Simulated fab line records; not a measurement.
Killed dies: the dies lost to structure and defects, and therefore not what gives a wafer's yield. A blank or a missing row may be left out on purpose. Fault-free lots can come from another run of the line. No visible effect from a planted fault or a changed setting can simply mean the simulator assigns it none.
Matching of chambers / flow nand_harc / cmp-04 running NHARC_A_STAIRCASE_CMP_152: 4 sister chambers
The step polishes. 4 wafers are shown with their chamber, then 8 later ones without.

== WAFERS, EACH WITH ITS CHAMBER ==
wafer=L082.5; chamber=1; motor_current_A (A)=11.4
wafer=L083.1; chamber=0; motor_current_A (A)=11.4
wafer=L083.3; chamber=3; motor_current_A (A)=11.9
wafer=L086.1; chamber=2; motor_current_A (A)=11.7

== WAFERS WHOSE CHAMBER IS MISSING ==
wafer=L086.5; motor_current_A (A)=11.2
wafer=L086.6; motor_current_A (A)=12.3
wafer=L090.2; motor_current_A (A)=12.4
wafer=L090.3; motor_current_A (A)=11.4
wafer=L090.5; motor_current_A (A)=11.3
wafer=L094.3; motor_current_A (A)=12.3
wafer=L094.4; motor_current_A (A)=11.2
wafer=L094.5; motor_current_A (A)=12.3

== WHICH CHAMBER EACH ONE RAN IN ==
wafer=L086.5; from the rows above=can't be placed: 0 or 1 or 2 or 3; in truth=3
wafer=L086.6; from the rows above=can't be placed: 3 or 2 or 0 or 1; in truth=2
wafer=L090.2; from the rows above=can't be placed: 3 or 2 or 0 or 1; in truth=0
wafer=L090.3; from the rows above=can't be placed: 0 or 1 or 2 or 3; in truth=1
wafer=L090.5; from the rows above=can't be placed: 0 or 1 or 2 or 3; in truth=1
wafer=L094.3; from the rows above=can't be placed: 3 or 2 or 0 or 1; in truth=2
wafer=L094.4; from the rows above=can't be placed: 0 or 1 or 2 or 3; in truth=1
wafer=L094.5; from the rows above=can't be placed: 3 or 2 or 0 or 1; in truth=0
0 of 8 placed correctly. Unplaceable from these rows: 8, with the true chamber sitting among the candidates in 8. Number placed wrongly: 0.
How it was worked out, from the rows above alone: a wafer's distance from a chamber is the root of the sum, over the readings, of the square of ((its reading less the chamber's mean) divided by the reading's scatter). The wafer belongs to the nearest chamber; if the next one is less than 2 further off, it can't be placed. The mean given for a chamber averages the wafers shown for that chamber. The scatter: with one shown wafer a chamber, the root of the mean of the squares of how far each hidden wafer lies from its nearest shown one.
